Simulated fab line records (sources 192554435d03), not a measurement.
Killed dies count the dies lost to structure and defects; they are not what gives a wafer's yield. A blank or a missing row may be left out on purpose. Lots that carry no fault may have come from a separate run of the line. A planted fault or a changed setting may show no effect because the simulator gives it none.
Which tool was responsible? :: flow n5_finfet :: 10 lots with 29 wafers sampled at 6 steps, on a route of 1938 steps

WHAT THE GAUGES SHOWED, per wafer
N5_BEOL_M4_THK_MEAS_53: measures by xrf. Usual: for M4_THK the level is 40.6 nm and the standard deviation is 1.2.
lot: L982
measured: day 8 13:14
on: film_metro-01
M4_THK (nm): 41.8 42.7 41.8
flag: 

lot: L983
measured: day 8 17:49
on: film_metro-01
M4_THK (nm): 41.2 39.5 41.1
flag: 

lot: L992
measured: day 10 22:03
on: film_metro-02
M4_THK (nm): 40.0 39.9 39.5
flag: 

lot: L993
measured: day 11 06:01
on: film_metro-01
M4_THK (nm): 40.2 40.7
flag: 

lot: L995
measured: day 11 09:29
on: film_metro-01
M4_THK (nm): 42.1 40.5 39.1
flag: 

lot: L996
measured: day 11 20:28
on: film_metro-01
M4_THK (nm): 41.0 39.6 41.0
flag: 

lot: L997
measured: day 12 01:07
on: film_metro-02
M4_THK (nm): 41.2 40.5 40.7
flag: 

lot: L100
measured: day 12 11:34
on: film_metro-01
M4_THK (nm): 41.9 41.5 40.8
flag: 

lot: L103
measured: day 13 20:00
on: film_metro-01
M4_THK (nm): 40.4 38.7 37.9
flag: 

lot: L104
measured: day 14 00:50
on: film_metro-01
M4_THK (nm): 40.1 41.1 41.3
flag: 

N5_BEOL_M4_RC_MEAS_101. Usual: DIBL_N 36.3 mV/V, standard deviation 1.4; DIBL_P 36.2 mV/V, standard deviation 1.5; IOFF_N 0.160 nA/um, standard deviation 0.021; IOFF_P 0.211 nA/um, standard deviation 0.027; ION_N 676 uA/um, standard deviation 7.7; ION_P 463 uA/um, standard deviation 5.5; SS_N 71.4 mV/dec, standard deviation 0.57; SS_P 73.3 mV/dec, standard deviation 0.58; VT_N 249.3 mV, standard deviation 2.5; VT_P -250.1 mV, standard deviation 2.6.
lot: L982
measured: day 8 13:32
on: prober-01
DIBL_N (mV/V): 38.2 37.7 39.7
DIBL_P (mV/V): 38.3 36.9 38.2
IOFF_N (nA/um): 0.174 0.154 0.195
IOFF_P (nA/um): 0.251 0.215 0.248
ION_N (uA/um): 683 675 675
ION_P (uA/um): 471 464 465
SS_N (mV/dec): 72.4 72.0 72.0
SS_P (mV/dec): 73.7 73.3 73.9
VT_N (mV): 248.6 250.5 248.5
VT_P (mV): -245.4 -246.7 -249.7
flag: 

lot: L983
measured: day 8 18:29
on: prober-01
DIBL_N (mV/V): 34.7 35.4 35.9
DIBL_P (mV/V): 35.4 35.5 36.0
IOFF_N (nA/um): 0.147 0.154 0.162
IOFF_P (nA/um): 0.193 0.193 0.212
ION_N (uA/um): 674 673 676
ION_P (uA/um): 461 457 463
SS_N (mV/dec): 70.8 71.6 71.6
SS_P (mV/dec): 72.1 73.2 72.9
VT_N (mV): 249.7 250.8 249.0
VT_P (mV): -250.8 -250.3 -249.7
flag: 

lot: L992
measured: day 10 22:40
on: prober-01
DIBL_N (mV/V): 34.4 36.0 35.0
DIBL_P (mV/V): 35.3 37.7 35.8
IOFF_N (nA/um): 0.131 0.168 0.136
IOFF_P (nA/um): 0.202 0.234 0.205
ION_N (uA/um): 670 674 660
ION_P (uA/um): 464 470 456
SS_N (mV/dec): 71.1 71.9 71.7
SS_P (mV/dec): 72.9 74.5 73.6
VT_N (mV): 252.5 247.5 252.5
VT_P (mV): -251.6 -246.9 -250.2
flag: 

lot: L993
measured: day 11 06:56
on: prober-02
DIBL_N (mV/V): 37.8 36.2
DIBL_P (mV/V): 38.2 35.8
IOFF_N (nA/um): 0.174 0.149
IOFF_P (nA/um): 0.200 0.172
ION_N (uA/um): 682 663
ION_P (uA/um): 460 446
SS_N (mV/dec): 71.9 71.4
SS_P (mV/dec): 74.3 72.8
VT_N (mV): 248.3 252.0
VT_P (mV): -251.7 -255.1
flag: 

lot: L995
measured: day 11 09:58
on: prober-01
DIBL_N (mV/V): 36.1 36.5 36.4
DIBL_P (mV/V): 35.9 35.2 35.9
IOFF_N (nA/um): 0.178 0.171 0.180
IOFF_P (nA/um): 0.230 0.226 0.238
ION_N (uA/um): 679 679 681
ION_P (uA/um): 475 467 464
SS_N (mV/dec): 72.0 71.3 71.5
SS_P (mV/dec): 74.0 73.6 73.9
VT_N (mV): 245.3 245.6 246.9
VT_P (mV): -247.7 -244.8 -247.4
flag: 

lot: L996
measured: day 11 20:47
on: prober-02
DIBL_N (mV/V): 35.1 38.3 39.6
DIBL_P (mV/V): 33.8 38.1 38.9
IOFF_N (nA/um): 0.132 0.192 0.220
IOFF_P (nA/um): 0.212 0.283 0.301
ION_N (uA/um): 677 686 697
ION_P (uA/um): 465 475 480
SS_N (mV/dec): 70.5 72.5 72.0
SS_P (mV/dec): 72.9 73.9 74.3
VT_N (mV): 249.9 246.7 242.6
VT_P (mV): -245.2 -245.0 -244.7
flag: 

lot: L997
measured: day 12 01:35
on: prober-01
DIBL_N (mV/V): 38.8 36.8 35.9
DIBL_P (mV/V): 38.3 36.7 34.8
IOFF_N (nA/um): 0.210 0.172 0.150
IOFF_P (nA/um): 0.260 0.236 0.195
ION_N (uA/um): 679 685 666
ION_P (uA/um): 466 462 452
SS_N (mV/dec): 71.5 71.6 71.4
SS_P (mV/dec): 73.9 73.6 73.1
VT_N (mV): 245.5 248.6 250.7
VT_P (mV): -248.1 -248.9 -251.8
flag: 

lot: L100
measured: day 12 12:07
on: prober-02
DIBL_N (mV/V): 35.1 35.0 34.2
DIBL_P (mV/V): 33.6 34.5 33.2
IOFF_N (nA/um): 0.140 0.153 0.135
IOFF_P (nA/um): 0.178 0.185 0.174
ION_N (uA/um): 667 680 668
ION_P (uA/um): 459 460 455
SS_N (mV/dec): 70.2 71.4 70.4
SS_P (mV/dec): 72.8 73.0 72.7
VT_N (mV): 251.3 246.7 249.4
VT_P (mV): -250.3 -255.1 -253.7
flag: 

lot: L103
measured: day 13 20:19
on: prober-01
DIBL_N (mV/V): 36.9 36.1 37.2
DIBL_P (mV/V): 37.2 36.4 37.9
IOFF_N (nA/um): 0.179 0.162 0.189
IOFF_P (nA/um): 0.233 0.231 0.242
ION_N (uA/um): 680 683 687
ION_P (uA/um): 468 469 471
SS_N (mV/dec): 71.7 71.4 72.7
SS_P (mV/dec): 73.4 74.0 74.3
VT_N (mV): 249.0 249.9 247.6
VT_P (mV): -246.6 -250.1 -248.8
flag: 

lot: L104
measured: day 14 01:29
on: prober-01
DIBL_N (mV/V): 36.2 35.2 37.5
DIBL_P (mV/V): 36.6 34.4 37.0
IOFF_N (nA/um): 0.155 0.125 0.157
IOFF_P (nA/um): 0.221 0.181 0.228
ION_N (uA/um): 673 660 673
ION_P (uA/um): 465 451 460
SS_N (mV/dec): 71.6 70.8 71.8
SS_P (mV/dec): 74.1 73.0 74.3
VT_N (mV): 250.7 253.3 250.6
VT_P (mV): -249.9 -250.6 -249.8
flag: 

WHICH TOOL RAN EACH LOT (tool, then ch and the chambers of the sampled wafers, then the start)
lot: L982
N5_BEOL_M4_PECVD_72: pecvd-04 ch 0,1,2, day 7 19:45
N5_BEOL_M4_ANNEAL_87: pvd_sputter-01, day 8 11:25
N5_BEOL_M4_ANNEAL_93: pvd_sputter-01, day 8 12:05
N5_BEOL_M4_CMP_52: cmp-01 ch 0,1, day 8 12:56

lot: L983
N5_BEOL_M4_PECVD_72: pecvd-04 ch 0,1, day 8 03:04
N5_BEOL_M4_ANNEAL_87: pvd_sputter-03, day 8 16:00
N5_BEOL_M4_ANNEAL_93: pvd_sputter-03, day 8 16:40
N5_BEOL_M4_CMP_52: cmp-02 ch 0,1, day 8 17:31

lot: L992
N5_BEOL_M4_PECVD_72: pecvd-04 ch 0,1, day 10 09:30
N5_BEOL_M4_ANNEAL_87: pvd_sputter-02, day 10 19:38
N5_BEOL_M4_ANNEAL_93: pvd_sputter-02, day 10 20:17
N5_BEOL_M4_CMP_52: cmp-02 ch 0,1, day 10 21:47

lot: L993
N5_BEOL_M4_PECVD_72: pecvd-04 ch 1,2, day 10 15:56
N5_BEOL_M4_ANNEAL_87: pvd_sputter-02, day 11 04:16
N5_BEOL_M4_ANNEAL_93: pvd_sputter-02, day 11 04:56
N5_BEOL_M4_CMP_52: cmp-01 ch 0,1, day 11 05:52

lot: L995
N5_BEOL_M4_PECVD_72: pecvd-02 ch 0,2, day 10 23:47
N5_BEOL_M4_ANNEAL_87: pvd_sputter-03, day 11 07:40
N5_BEOL_M4_ANNEAL_93: pvd_sputter-03, day 11 08:20
N5_BEOL_M4_CMP_52: cmp-01 ch 1,2,3, day 11 09:19

lot: L996
N5_BEOL_M4_PECVD_72: pecvd-02 ch 0,1, day 11 03:07
N5_BEOL_M4_ANNEAL_87: pvd_sputter-03, day 11 18:39
N5_BEOL_M4_ANNEAL_93: pvd_sputter-03, day 11 19:19
N5_BEOL_M4_CMP_52: cmp-03 ch 0,1,2, day 11 20:14

lot: L997
N5_BEOL_M4_PECVD_72: pecvd-03 ch 1,2, day 11 06:10
N5_BEOL_M4_ANNEAL_87: pvd_sputter-02, day 11 23:19
N5_BEOL_M4_ANNEAL_93: pvd_sputter-02, day 11 23:58
N5_BEOL_M4_CMP_52: cmp-03 ch 0,2, day 12 00:50

lot: L100
N5_BEOL_M4_PECVD_72: pecvd-02 ch 1,2, day 11 22:55
N5_BEOL_M4_ANNEAL_87: pvd_sputter-03, day 12 08:52
N5_BEOL_M4_ANNEAL_93: pvd_sputter-03, day 12 09:32
N5_BEOL_M4_CMP_52: cmp-01 ch 0,2,3, day 12 11:23

lot: L103
N5_BEOL_M4_PECVD_72: pecvd-03 ch 0,1, day 13 04:12
N5_BEOL_M4_ANNEAL_87: pvd_sputter-03, day 13 17:48
N5_BEOL_M4_ANNEAL_93: pvd_sputter-03, day 13 18:28
N5_BEOL_M4_CMP_52: cmp-03 ch 1,2,3, day 13 19:42

lot: L104
N5_BEOL_M4_PECVD_72: pecvd-03 ch 0,1, day 13 14:19
N5_BEOL_M4_ANNEAL_87: pvd_sputter-01, day 13 22:58
N5_BEOL_M4_ANNEAL_93: pvd_sputter-01, day 13 23:37
N5_BEOL_M4_CMP_52: cmp-01 ch 2,3, day 14 00:32
- N5_BEOL_M4_PECVD_72: deposits SiO2 from TEOS/O2, target thk 16 nm, time 18 s.
- N5_BEOL_M4_ANNEAL_87: time 240 s.
- N5_BEOL_M4_ANNEAL_93: time 240 s.
- N5_BEOL_M4_CMP_52: polishes, stops on SiOC, t overpolish 6.8 s, target thk 40 nm.

AS READ BY THE TOOLS THEMSELVES (means over the sampled wafers that have a number; for cases with no such wafer, the mark the record gives instead)
N5_BEOL_M4_PECVD_72. Usual: heater_power_w 724 W, standard deviation 110; showerhead_plenum_p_Torr 8.79 Torr, standard deviation 0.071; showerhead_vpp_V 1348 V, standard deviation 65; throttle_valve_pct 22.1 %, standard deviation 1.5.
lot: L982
tool: pecvd-04
heater_power_w (W): 705
showerhead_plenum_p_Torr (Torr): 8.84
showerhead_vpp_V (V): 1355
throttle_valve_pct (%): 21.8
flag: 

lot: L983
tool: pecvd-04
heater_power_w (W): 798
showerhead_plenum_p_Torr (Torr): 8.85
showerhead_vpp_V (V): 1387
throttle_valve_pct (%): 21.2
flag: 

lot: L992
tool: pecvd-04
heater_power_w (W): 817
showerhead_plenum_p_Torr (Torr): 8.80
showerhead_vpp_V (V): 1426
throttle_valve_pct (%): 21.0
flag: 

lot: L993
tool: pecvd-04
heater_power_w (W): 726
showerhead_plenum_p_Torr (Torr): 8.82
showerhead_vpp_V (V): 1344
throttle_valve_pct (%): 20.9
flag: 

lot: L995
tool: pecvd-02
heater_power_w (W): 796
showerhead_plenum_p_Torr (Torr): 8.71
showerhead_vpp_V (V): 1336
throttle_valve_pct (%): 23.3
flag: 

lot: L996
tool: pecvd-02
heater_power_w (W): 842
showerhead_plenum_p_Torr (Torr): 8.69
showerhead_vpp_V (V): 1357
throttle_valve_pct (%): 24.5
flag: 

lot: L997
tool: pecvd-03
heater_power_w (W): 755
showerhead_plenum_p_Torr (Torr): 8.83
showerhead_vpp_V (V): 1375
throttle_valve_pct (%): 21.8
flag: 

lot: L100
tool: pecvd-02
heater_power_w (W): 627
showerhead_plenum_p_Torr (Torr): 8.77
showerhead_vpp_V (V): 1300
throttle_valve_pct (%): 22.9
flag: 

lot: L103
tool: pecvd-03
heater_power_w (W): 656
showerhead_plenum_p_Torr (Torr): 8.86
showerhead_vpp_V (V): 1375
throttle_valve_pct (%): 21.7
flag: 

lot: L104
tool: pecvd-03
heater_power_w (W): 639
showerhead_plenum_p_Torr (Torr): 8.86
showerhead_vpp_V (V): 1375
throttle_valve_pct (%): 21.8
flag: 

N5_BEOL_M4_ANNEAL_87. Usual: 847 W for heater_power_w, sd 85.
lot: L982
tool: pvd_sputter-01
heater_power_w (W): 964
flag: 

lot: L983
tool: pvd_sputter-03
heater_power_w (W): 817
flag: 

lot: L992
tool: pvd_sputter-02
heater_power_w (W): 816
flag: 

lot: L993
tool: pvd_sputter-02
heater_power_w (W): 791
flag: 

lot: L995
tool: pvd_sputter-03
heater_power_w (W): 838
flag: 

lot: L996
tool: pvd_sputter-03
heater_power_w (W): 839
flag: 

lot: L997
tool: pvd_sputter-02
heater_power_w (W): 832
flag: 

lot: L100
tool: pvd_sputter-03
heater_power_w (W): 886
flag: 

lot: L103
tool: pvd_sputter-03
heater_power_w (W): 822
flag: 

lot: L104
tool: pvd_sputter-01
heater_power_w (W): 807
flag: 

N5_BEOL_M4_ANNEAL_93. Usual: 849 W for heater_power_w, sd 86.
lot: L982
tool: pvd_sputter-01
heater_power_w (W): 951
flag: 

lot: L983
tool: pvd_sputter-03
heater_power_w (W): 831
flag: 

lot: L992
tool: pvd_sputter-02
heater_power_w (W): 828
flag: 

lot: L993
tool: pvd_sputter-02
heater_power_w (W): 784
flag: 

lot: L995
tool: pvd_sputter-03
heater_power_w (W): 865
flag: 

lot: L996
tool: pvd_sputter-03
heater_power_w (W): 858
flag: 

lot: L997
tool: pvd_sputter-02
heater_power_w (W): 835
flag: 

lot: L100
tool: pvd_sputter-03
heater_power_w (W): 904
flag: 

lot: L103
tool: pvd_sputter-03
heater_power_w (W): 825
flag: 

lot: L104
tool: pvd_sputter-01
heater_power_w (W): 812
flag: 

N5_BEOL_M4_CMP_52. Usual: barrier_field_endpoint_s 24.6 s, standard deviation 0.61; clearing_platen_rpm 49.996 rpm, standard deviation 0.027; motor_current_A 6.3 A, standard deviation 0.69.
lot: L982
tool: cmp-01
barrier_field_endpoint_s (s): 25.8
clearing_platen_rpm (rpm): 49.997
motor_current_A (A): 6.2
flag: 

lot: L983
tool: cmp-02
barrier_field_endpoint_s (s): 24.8
clearing_platen_rpm (rpm): 49.992
motor_current_A (A): 5.7
flag: 

lot: L992
tool: cmp-02
barrier_field_endpoint_s (s): 21.3
clearing_platen_rpm (rpm): 49.969
motor_current_A (A): 6.2
flag: OFF

lot: L993
tool: cmp-01
barrier_field_endpoint_s (s): 20.0
clearing_platen_rpm (rpm): 49.989
motor_current_A (A): 6.6
flag: OFF

lot: L995
tool: cmp-01
barrier_field_endpoint_s (s): 24.3
clearing_platen_rpm (rpm): 49.992
motor_current_A (A): 6.4
flag: 

lot: L996
tool: cmp-03
barrier_field_endpoint_s (s): 24.2
clearing_platen_rpm (rpm): 49.962
motor_current_A (A): 6.5
flag: 

lot: L997
tool: cmp-03
barrier_field_endpoint_s (s): 25.8
clearing_platen_rpm (rpm): 49.981
motor_current_A (A): 6.6
flag: 

lot: L100
tool: cmp-01
barrier_field_endpoint_s (s): 24.4
clearing_platen_rpm (rpm): 50.018
motor_current_A (A): 6.7
flag: 

lot: L103
tool: cmp-03
barrier_field_endpoint_s (s): 24.9
clearing_platen_rpm (rpm): 50.011
motor_current_A (A): 6.7
flag: 

lot: L104
tool: cmp-01
barrier_field_endpoint_s (s): 24.3
clearing_platen_rpm (rpm): 50.030
motor_current_A (A): 6.6
flag: 

THE ANSWER, worked out from the rows above alone
Rule: a lot counts as off when the mean over its wafers that have a number is more than 3 standard deviations away from the usual mean. A lot without any number at a reading at which 4 lots or more have one is off too. All remaining lots with rows at the step are treated as sound. After the gauges, taken in route order, come the tools' own readings; for these a lot's mean is taken, as printed above. At the first step where some lot is off, the reading lying furthest off is the one used; lots without a number count as furthest.
Off: L992, L993, at N5_BEOL_M4_CMP_52 (barrier_field_endpoint_s).
A tool fits if, at that step or a process step before it, it ran every lot that is off, and no sound lot after the first of them. One candidate fits, namely pecvd-04 at N5_BEOL_M4_PECVD_72. A fault onset in the window from L983 (day 8 03:04, its last sound lot) to L992 (day 10 09:30, its first lot off) fits.

WHAT THE SIMULATOR PUT IN
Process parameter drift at N5_BEOL_M4_PECVD_72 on pecvd-04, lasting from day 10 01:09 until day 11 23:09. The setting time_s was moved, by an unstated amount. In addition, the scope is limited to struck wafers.
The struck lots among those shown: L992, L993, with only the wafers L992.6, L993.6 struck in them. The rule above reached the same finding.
